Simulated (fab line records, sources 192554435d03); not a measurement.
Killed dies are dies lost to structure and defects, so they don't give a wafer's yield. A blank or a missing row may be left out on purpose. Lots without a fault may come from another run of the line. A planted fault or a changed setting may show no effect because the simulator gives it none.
fab line records | flow n5_finfet
record lots=7 wafers=21
route steps=1938 shown MIM_TOP_LITHO@1843 PASSIVATION@1901
start_h: hours from the record's first day to the start of the lot's first wafer shown | wait_h: hours since the lot's step before | " the same as in the row above | L1.1+2: a row that stands for several wafers | - no value, or no start given | * or withheld: withheld | < > ~ a bound
route shown NAME@n: a module of which the file shows steps, and the number in the route of the first | usual: mean/standard deviation of fault-free wafers | same: alike in all rows | chamber/n: place in a boat | sites: the reading at each site | _std_site: their standard deviation | _edge_site: outer sites' mean less inner sites' | radius_mm: how far each site lies from the wafer's centre | mask NAME#n: copy n | behind: the tool/chamber that last shaped the wafer | hold: why the lot was held/for how many hours/how that ended | device: the transistor (n, p or np) that didn't switch | end of line: the same wafers' tests at the end of the route | a step without rows: its recipe alone | killed: dies lost to structure and defects at the first sort, not the wafer's yield | map: a wafer's dies, x killed, . not, _ none there
set.NAME: the setting as run; set.NAME@STEP: as run at that earlier step | model.NAME: the simulator's own value behind a step, which no gauge read
lots whose settings were changed on purpose; a table a step, a row a wafer
## steps
# step N5_MIM_TOP_LITHO_EXPOSE_05
# recipe mask_id=MIM_TOP na=0.55 source_shape=conventional sigma_outer=0.8 polarization=unpolarized target_cd_nm=2000 dose_mj=20.5
# columns lot.wafer tool chamber start_h wait_h mask set.dose_mj
L075.2 krf_scanner-01 0 282.13 - MIM_TOP#0 20.5
L075.4+6 " 0 " " MIM_TOP#0 19.04
L078.2+4+6 krf_scanner-01 0 330.64 - MIM_TOP#0 20.5
L080.3+4+6 krf_scanner-02 0 361.36 - MIM_TOP#0 20.5
L076.3 krf_scanner-01 0 405.71 - MIM_TOP#0 20.5
L076.4+6 " 0 " " MIM_TOP#0 21.69
L090.2+3+6 krf_scanner-01 0 412.20 - MIM_TOP#0 20.5
L091.2+3+5 krf_scanner-02 0 431.54 - MIM_TOP#0 20.5
L088.2 krf_scanner-01 0 438.65 - MIM_TOP#0 21.92
L088.5+6 " 0 " " MIM_TOP#0 20.5
# step N5_MIM_TOP_LITHO_PEB_06
# recipe peb_temp_c=withheld peb_time_s=*
# step N5_MIM_TOP_LITHO_DEVELOP_07
# recipe develop_time_s=60 rinse_liquid=diw dry=air_spin dev_temp_c=21
# step N5_MIM_TOP_LITHO_HARDBAKE_09
# recipe temp_c=130 time_s=120
# step N5_MIM_TOP_LITHO_CD_MEAS_08
# recipe target_cd_nm=2000 landing_energy_ev=500 detector=se_inlens
# usual cd_nm=1999.0/1.8
# columns lot.wafer tool chamber start_h wait_h set.dose_mj@MIM_TOP_LITHO_EXPOSE_05 cd_nm
L075.2 cd_sem-01 0 282.31 - 20.5 1999.5
L075.4 " 0 " " 19.04 2013.2
L075.6 " 0 " " 19.04 2013.3
L078.2 cd_sem-03 0 330.81 - 20.5 1999.3
L078.4 " 0 " " 20.5 2001.3
L078.6 " 0 " " 20.5 2000.8
L080.3 cd_sem-02 0 361.53 - 20.5 1999.3
L080.4 " 0 " " 20.5 1999.7
L080.6 " 0 " " 20.5 1999.9
L076.3 cd_sem-02 0 405.87 - 20.5 1999.0
L076.4 " 0 " " 21.69 1988.7
L076.6 " 0 " " 21.69 1988.9
L090.2 cd_sem-02 0 412.37 - 20.5 1997.6
L090.3 " 0 " " 20.5 1997.5
L090.6 " 0 " " 20.5 1999.3
L091.2 cd_sem-01 0 431.72 - 20.5 2000.4
L091.3 " 0 " " 20.5 2002.0
L091.5 " 0 " " 20.5 2001.5
L088.2 cd_sem-03 0 438.82 - 21.92 1982.6
L088.5 " 0 " " 20.5 1997.6
L088.6 " 0 " " 20.5 1996.0
# step N5_MIM_TOP_LITHO_DESCUM_10
# recipe chemistry=O2 time_s=7.9 source_power_w=50 bias_power_w=20 pressure_mtorr=20 rf_frequency_hz=2.712e+07 temp_c=40 o2_flow_sccm=225
# columns lot.wafer tool chamber start_h wait_h set.dose_mj@MIM_TOP_LITHO_EXPOSE_05 model.MIM_TOP_LITHO.cd_nm
L075.2 rie_diel-01 2 282.39 0.0 20.5 1999
L075.4+6 " 3,1 " " 19.04 2013
L078.2 rie_diel-01 3 331.88 1.0 20.5 1999
L078.4 " 3 " " 20.5 2001
L078.6 " 1 " " 20.5 2000
L080.3 rie_diel-03 2 361.61 0.0 20.5 1999
L080.4+6 " 0,1 " " 20.5 2000
L076.3 rie_diel-03 1 405.96 0.0 20.5 1999
L076.4+6 " 0,3 " " 21.69 1989
L090.2+3 rie_diel-01 1,0 412.67 0.0 20.5 1997
L090.6 " 3 " " 20.5 1999
L091.2 rie_diel-03 0 431.98 0.2 20.5 2001
L091.3 " 2 " " 20.5 2002
L091.5 " 0 " " 20.5 -
L088.2 rie_diel-01 1 438.92 0.0 21.92 1983
L088.5 " 1 " " 20.5 1997
L088.6 " 2 " " 20.5 1996
# step N5_PASSIVATION_EXPOSE_27
# recipe mask_id=PAD na=0.55 source_shape=conventional sigma_outer=0.8 polarization=unpolarized defocus_nm=0 dose_mj=32.3
# columns lot.wafer tool chamber start_h wait_h mask set.dose_mj
L075.2+4 krf_scanner-02 0 289.14 - PAD#0 32.3
L075.6 " 0 " " PAD#0 33.12
L078.2+4+6 krf_scanner-02 0 336.52 - PAD#0 32.3
L080.3+4+6 krf_scanner-01 0 365.94 - PAD#0 32.3
L076.3+6 krf_scanner-02 0 412.54 - PAD#0 32.3
L076.4 " 0 " " PAD#0 31
L090.2+6 krf_scanner-02 0 419.37 - PAD#0 30.11
L090.3 " 0 " " PAD#0 32.3
L091.2+3+5 krf_scanner-02 0 438.64 - PAD#0 32.3
L088.2+5+6 krf_scanner-02 0 444.03 - PAD#0 32.3
# step N5_PASSIVATION_PEB_28
# recipe peb_temp_c=withheld peb_time_s=*
# step N5_PASSIVATION_DEVELOP_29
# recipe develop_time_s=60 rinse_liquid=diw dry=air_spin dev_temp_c=21
# step N5_PASSIVATION_HARDBAKE_31
# recipe temp_c=130 time_s=120
# step N5_PASSIVATION_CD_MEAS_30
# recipe target_cd_nm=4000 landing_energy_ev=500 detector=se_inlens polarity=opening
# usual cd_nm=3999.9/2.1
# columns lot.wafer tool chamber start_h wait_h set.dose_mj@PASSIVATION_EXPOSE_27 cd_nm
L075.2 cd_sem-01 0 289.31 - 32.3 3997.0
L075.4 " 0 " " 32.3 3997.8
L075.6 " 0 " " 33.12 4004.6
L078.2 cd_sem-01 0 336.69 - 32.3 4000.7
L078.4 " 0 " " 32.3 3997.0
L078.6 " 0 " " 32.3 3998.3
L080.3 cd_sem-03 0 366.10 - 32.3 4000.7
L080.4 " 0 " " 32.3 3998.3
L080.6 " 0 " " 32.3 3998.5
L076.3 cd_sem-01 0 412.71 - 32.3 4000.1
L076.4 " 0 " " 31 3997.0
L076.6 " 0 " " 32.3 4001.9
L090.2 cd_sem-03 0 419.54 - 30.11 3986.5
L090.3 " 0 " " 32.3 3997.9
L090.6 " 0 " " 30.11 3986.3
L091.2 cd_sem-01 0 438.81 - 32.3 3999.0
L091.3 " 0 " " 32.3 3996.8
L091.5 " 0 " " 32.3 3994.4
L088.2 cd_sem-02 0 444.20 - 32.3 3998.8
L088.5 " 0 " " 32.3 3998.4
L088.6 " 0 " " 32.3 3998.2
# step N5_PASSIVATION_ETCH_54
# recipe chemistry=CHF3/O2 target=SiO2 target_depth_a=8800 CHF3_flow_sccm=50 O2_flow_sccm=5 Ar_flow_sccm=200 time_s=440 mask_material=PR pressure_mtorr=30 source_w=650 bias_w=170 ion_energy_ev=200
# columns lot.wafer tool chamber start_h wait_h set.time_s model.PASSIVATION.feature_depth_nm model.etch.depth_nm
L075.2 rie_diel-05 2 291.54 0.1 503.2 1032 1032
L075.4 " 0 " " 503.2 1005 1005
L075.6 " 3 " " 440 863.8 863.7
L078.2 rie_diel-01 0 338.78 0.1 440 862.2 862.3
L078.4 " 1 " " 395.1 813.4 813.3
L078.6 " 3 " " 395.1 788.4 788.4
L080.3 rie_diel-03 0 368.56 0.1 440 863.2 863.2
L080.4 " 3 " " 440 878 878
L080.6 " 0 " " 440 868.8 868.8
L076.3 rie_diel-01 0 415.57 0.1 379.3 727.8 727.9
L076.4 " 2 " " 440 900 899.9
L076.6 " 2 " " 379.3 778.6 778.7
L090.2 rie_diel-03 2 421.63 0.1 440 882.2 882.2
L090.3 " 3 " " 440 870.2 870.3
L090.6 " 1 " " 536.2 1048 1048
L091.2 rie_diel-05 3 440.90 0.1 354.9 699.6 699.7
L091.3 " 1 " " 440 879.6 879.6
L091.5 " 3 " " 440 865.2 865.2
L088.2 rie_diel-03 2 447.01 0.1 440 873.6 873.6
L088.5 " 3 " " 440 865.8 865.9
L088.6 " 0 " " 508.2 998.4 998.5
# step N5_PASSIVATION_STRIP_48
# recipe chemistry=O2 power_w=600 temp_c=60 pressure_mtorr=30 rf_frequency_hz=6e+07 bias_power_w=0 overash_fraction=0.5 o2_flow_sccm=225
# step N5_PASSIVATION_STRIP_52
# recipe chemistry=post_etch_residue_remover time_s=1200 temp_c=72.5
# step N5_PASSIVATION_SRD_72
# recipe dry=ipa_marangoni time_s=30 temp_c=23 rinse_liquid=diw
# step N5_PASSIVATION_ANNEAL_56
# recipe temp_c=400 time_s=1800 ambient=FGA idle_temp_c=300 ramp_up_c_per_min=5 ramp_down_c_per_min=3
# step N5_PASSIVATION_PROBE_49
# usual defect_limited_yield=90.9/1.4 killed_at_M0_to_M3=38/11 killed_at_M4_up=13/5.9 killed_at_contacts=14/6.4 killed_at_front_end=38/11 killed_at_other=3.3/2.5 killed_dies=107/16 killed_open=70/12 killed_short=35/7.7 sort_bin_5_function=5.3/0.94 sort_bin_6_memory=3.5/0.7 sort_bin_8_speed=0.00/0.007 sort_n_pass=1073/16
# same gross_dies=1180 killed_at_back_side=0 sort_bin_4_leakage[%]=0
# columns lot.wafer tool chamber start_h wait_h set.time_s@PASSIVATION_ETCH_54 defect_limited_yield[%] killed_at_M0_to_M3 killed_at_M4_up killed_at_contacts killed_at_front_end killed_at_other killed_dies killed_open killed_short sort_bin_5_function[%] sort_bin_6_memory[%] sort_bin_8_speed[%] sort_n_pass
L075.2 prober-01 - 294.37 0.1 503.2 43.0 38 7 6 619 3 673 67 46 42.6 11.5 0 507
L075.4 prober-01 - 294.47 0.2 503.2 92.5 20 16 7 33 12 88 53 30 4.0 2.8 0 1092
L075.6 prober-01 - 294.57 0.3 440 93.3 17 17 8 34 3 79 44 34 4.4 2.2 0 1101
L078.2 prober-02 - 341.61 0.1 440 93.1 30 11 11 29 0 81 59 18 3.0 3.6 0 1099
L078.4 prober-02 - 341.71 0.2 395.1 90.0 27 23 8 57 3 118 73 41 5.3 4.2 0 1062
L078.6 prober-02 - 341.81 0.3 395.1 91.2 29 14 10 43 8 104 58 33 5.3 3.0 0 1076
L080.3 prober-02 - 371.86 0.1 440 90.4 37 13 14 44 5 113 82 30 6.4 2.9 0 1067
L080.4 prober-02 - 371.91 0.2 440 89.6 45 17 18 38 5 123 77 43 6.0 4.2 0 1057
L080.6 prober-02 - 372.01 0.3 440 90.0 38 13 17 40 10 118 77 38 6.0 3.9 0 1062
L076.3 prober-02 - 418.45 0.1 379.3 5.4 36 14 21 39 1006 1116 76 43 12.3 3.7 0 64
L076.4 prober-02 - 418.50 0.2 440 10.4 41 12 18 28 958 1057 67 32 5.2 3.1 0.25 123
L076.6 prober-02 - 418.60 0.3 379.3 9.0 20 13 14 48 979 1074 67 32 5.9 3.2 0 106
L090.2 prober-02 - 424.46 0.1 440 3.1 52 12 22 20 1038 1144 73 32 6.3 2.8 0 36
L090.3 prober-02 - 424.51 0.1 440 4.1 71 18 35 23 985 1132 104 43 7.5 4.4 0 48
L090.6 prober-02 - 424.66 0.3 536.2 91.6 37 20 14 24 4 99 67 30 4.9 3.1 0 1081
L091.2 prober-01 - 443.73 0.1 354.9 2.0 21 12 10 36 1077 1156 50 28 95.2 2.4 0 24
L091.3 prober-01 - 443.78 0.1 440 92.4 24 8 6 46 6 90 66 23 4.0 3.2 0.08 1089
L091.5 prober-01 - 443.88 0.2 440 92.5 25 6 9 44 5 89 61 26 4.7 2.8 0 1091
L088.2 prober-02 - 449.86 0.1 440 90.9 54 12 12 27 2 107 74 32 4.5 4.3 0 1073
L088.5 prober-02 - 450.01 0.2 440 90.2 39 15 23 39 0 116 83 32 5.4 4.2 0 1064
L088.6 prober-02 - 450.06 0.3 508.2 90.0 42 10 23 42 1 118 70 48 6.1 3.5 0 1062
# killed by level:class
L075.2 GATE_CUT:area_expose=317 FIN_SAQP:area_ald=243 FIN_SAQP:geometric_particle:short=16 STI_FIN_REVEAL:geometric_particle:open=16 BEOL_M1:geometric_particle:open=9 FIN_SAQP:geometric_particle:open=7 BEOL_M3:geometric_particle:open=6 BEOL_M0_SAQP:geometric_particle:short=5
L075.4 STI_FIN_REVEAL:geometric_particle:open=8 MOL_CONTACT_COAG:geometric_particle:open=6 BEOL_M1:geometric_particle:open=6 BEOL_M4:geometric_particle:open=6 FIN_SAQP:geometric_particle:open=5 FIN_SAQP:geometric_particle:short=5 GATE_CUT:geometric_particle:short=5 BEOL_M3:geometric_particle:open=5
L075.6 FIN_SAQP:geometric_particle:short=9 MOL_CONTACT_COAG:geometric_particle:open=6 BEOL_M4:geometric_particle:open=6 STI_FIN_REVEAL:geometric_particle:open=5 BEOL_M5:geometric_particle:open=5 STARTING-WAFER:geometric_particle:short=5 GATE_CUT:geometric_particle:short=4 BEOL_M2:geometric_particle:open=4
L078.2 MOL_CONTACT_COAG:geometric_particle:open=11 BEOL_M2:geometric_particle:open=7 BEOL_M3:geometric_particle:open=7 FIN_SAQP:geometric_particle:short=6 STI_FIN_REVEAL:geometric_particle:open=6 BEOL_M0_SAQP:geometric_particle:short=6 BEOL_M0_SAQP:geometric_particle:open=5 BEOL_M0:geometric_particle:open=4
L078.4 FIN_SAQP:geometric_particle:short=14 FIN_SAQP:geometric_particle:open=12 BEOL_M2:geometric_particle:open=10 STI_FIN_REVEAL:geometric_particle:open=7 MOL_CONTACT_COAG:geometric_particle:open=6 BEOL_M0_SAQP:geometric_particle:open=6 BEOL_M5:geometric_particle:open=6 BEOL_M0_SAQP:geometric_particle:short=5
L078.6 FIN_SAQP:geometric_particle:short=10 MOL_CONTACT_COAG:geometric_particle:open=8 STI_FIN_REVEAL:geometric_particle:open=7 PASSIVATION:area_etch=7 BEOL_M3:geometric_particle:open=6 BEOL_M5:geometric_particle:open=6 BEOL_M0:geometric_particle:open=5 FIN_SAQP:geometric_particle:open=4
L080.3 BEOL_M3:geometric_particle:open=13 FIN_SAQP:geometric_particle:short=11 MOL_CONTACT_COAG:geometric_particle:open=11 FIN_SAQP:geometric_particle:open=9 BEOL_M2:geometric_particle:open=9 BEOL_M1:geometric_particle:open=8 STI_FIN_REVEAL:geometric_particle:open=5 DUMMY_GATE:geometric_particle:open=4
L080.4 MOL_CONTACT_COAG:geometric_particle:open=13 BEOL_M0_SAQP:geometric_particle:short=13 BEOL_M4:geometric_particle:open=12 FIN_SAQP:geometric_particle:short=9 BEOL_M3:geometric_particle:open=9 BEOL_M1:geometric_particle:open=8 BEOL_M2:geometric_particle:open=7 BEOL_M0_SAQP:geometric_particle:open=6
L080.6 MOL_CONTACT_COAG:geometric_particle:open=16 BEOL_M3:geometric_particle:open=14 GATE_CUT:geometric_particle:short=10 FIN_SAQP:geometric_particle:open=9 BEOL_M0_SAQP:geometric_particle:short=9 FIN_SAQP:geometric_particle:short=6 BEOL_M2:geometric_particle:open=5 GATE_CUT:geometric_particle:open=4
L076.3 MIM_TOP:area_sputter=922 PASSIVATION:area_etch=72 MOL_CONTACT_COAG:geometric_particle:open=17 FIN_SAQP:geometric_particle:open=13 BEOL_M0_SAQP:geometric_particle:short=8 BEOL_M2:geometric_particle:open=8 GATE_CUT:geometric_particle:short=6 BEOL_M0_SAQP:geometric_particle:open=6
L076.4 MIM_TOP:area_sputter=954 MOL_CONTACT_COAG:geometric_particle:open=16 BEOL_M2:geometric_particle:open=10 FIN_SAQP:geometric_particle:short=7 BEOL_M1:geometric_particle:open=7 BEOL_M0_SAQP:geometric_particle:open=7 FIN_SAQP:geometric_particle:open=6 BEOL_M2:geometric_particle:short=6
L076.6 MIM_TOP:area_sputter=961 FIN_SAQP:geometric_particle:open=13 PASSIVATION:area_etch=13 FIN_SAQP:geometric_particle:short=11 MOL_CONTACT_COAG:geometric_particle:open=10 GATE_CUT:geometric_particle:short=8 BEOL_M2:geometric_particle:open=8 BEOL_M4:geometric_particle:open=5
L090.2 MIM_TOP:area_sputter=1035 BEOL_M3:geometric_particle:open=18 MOL_CONTACT_COAG:geometric_particle:open=15 BEOL_M0_SAQP:geometric_particle:open=8 BEOL_M0_SAQP:geometric_particle:short=8 MOL_CONTACT_COAG:geometric_particle:short=7 BEOL_M1:geometric_particle:open=7 STI_FIN_REVEAL:geometric_particle:open=4
L090.3 MIM_TOP:area_sputter=984 MOL_CONTACT_COAG:geometric_particle:open=28 BEOL_M3:geometric_particle:open=25 BEOL_M0_SAQP:geometric_particle:open=14 STI_FIN_REVEAL:geometric_particle:open=9 BEOL_M0_SAQP:geometric_particle:short=8 MOL_CONTACT_COAG:geometric_particle:short=7 BEOL_M2:geometric_particle:open=7
L090.6 MOL_CONTACT_COAG:geometric_particle:open=12 BEOL_M3:geometric_particle:open=11 FIN_SAQP:geometric_particle:short=5 STI_FIN_REVEAL:geometric_particle:open=5 BEOL_M0_SAQP:geometric_particle:short=5 BEOL_M4:geometric_particle:open=5 DUMMY_GATE:geometric_particle:open=4 BEOL_M0:geometric_particle:open=4
L091.2 PASSIVATION:area_etch=1077 STI_FIN_REVEAL:geometric_particle:open=13 MOL_CONTACT_COAG:geometric_particle:open=7 BEOL_M0_SAQP:geometric_particle:short=7 BEOL_M0_SAQP:geometric_particle:open=6 STARTING-WAFER:geometric_particle:short=6 FIN_SAQP:geometric_particle:short=4 BEOL_M1:geometric_particle:open=4
L091.3 STI_FIN_REVEAL:geometric_particle:open=17 FIN_SAQP:geometric_particle:open=12 STI_FIN_REVEAL:geometric_particle:short=6 BEOL_M0_SAQP:geometric_particle:short=5 MOL_CONTACT_COAG:geometric_particle:open=5 STARTING-WAFER:geometric_particle:open=5 BEOL_M0_SAQP:geometric_particle:open=4 BEOL_M1:geometric_particle:open=4
L091.5 STI_FIN_REVEAL:geometric_particle:open=16 FIN_SAQP:geometric_particle:open=8 MOL_CONTACT_COAG:geometric_particle:open=7 FIN_SAQP:geometric_particle:short=6 BEOL_M0_SAQP:geometric_particle:short=6 BEOL_M1:geometric_particle:open=6 BEOL_M0_SAQP:geometric_particle:open=3 DUMMY_GATE:geometric_particle:open=3
L088.2 BEOL_M2:geometric_particle:open=15 MOL_CONTACT_COAG:geometric_particle:open=9 BEOL_M0_SAQP:geometric_particle:open=8 BEOL_M0_SAQP:geometric_particle:short=7 BEOL_M2:geometric_particle:short=6 BEOL_M3:geometric_particle:open=6 FIN_SAQP:geometric_particle:short=5 STI_FIN_REVEAL:geometric_particle:open=5
L088.5 MOL_CONTACT_COAG:geometric_particle:open=19 FIN_SAQP:geometric_particle:open=18 BEOL_M2:geometric_particle:open=16 BEOL_M0_SAQP:geometric_particle:short=9 FIN_SAQP:geometric_particle:short=5 MOL_CONTACT_COAG:geometric_particle:short=4 BEOL_M0_SAQP:geometric_particle:open=4 BEOL_M5:geometric_particle:open=4
L088.6 MOL_CONTACT_COAG:geometric_particle:open=14 BEOL_M0_SAQP:geometric_particle:short=12 FIN_SAQP:geometric_particle:short=10 MOL_CONTACT_COAG:geometric_particle:short=9 BEOL_M2:geometric_particle:open=8 FIN_SAQP:geometric_particle:open=7 BEOL_M3:geometric_particle:open=6 STI_FIN_REVEAL:geometric_particle:open=5
## key
split step=N5_MIM_TOP_LITHO_EXPOSE_05 setting=dose_mj stated=20.5 by=wafer
response step=N5_MIM_TOP_LITHO_CD_MEAS_08 reading=cd_nm change=-1.93 per=1% r=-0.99
response step=N5_MIM_TOP_LITHO_DESCUM_10 reading=model.MIM_TOP_LITHO.cd_nm change=-1.91 per=1% r=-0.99
split step=N5_PASSIVATION_EXPOSE_27 setting=dose_mj stated=32.3 by=wafer
response step=N5_PASSIVATION_CD_MEAS_30 reading=cd_nm change=+1.64 per=1% r=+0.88
split step=N5_PASSIVATION_ETCH_54 setting=time_s stated=440 by=wafer
response step=N5_PASSIVATION_ETCH_54 reading=model.PASSIVATION.feature_depth_nm change=+8.76 per=1% r=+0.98
response step=N5_PASSIVATION_ETCH_54 reading=model.etch.depth_nm change=+8.76 per=1% r=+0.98
response step=N5_PASSIVATION_PROBE_49 reading=killed_at_other shape=bent at_lowest=1077 at_stated=251.4 at_highest=4
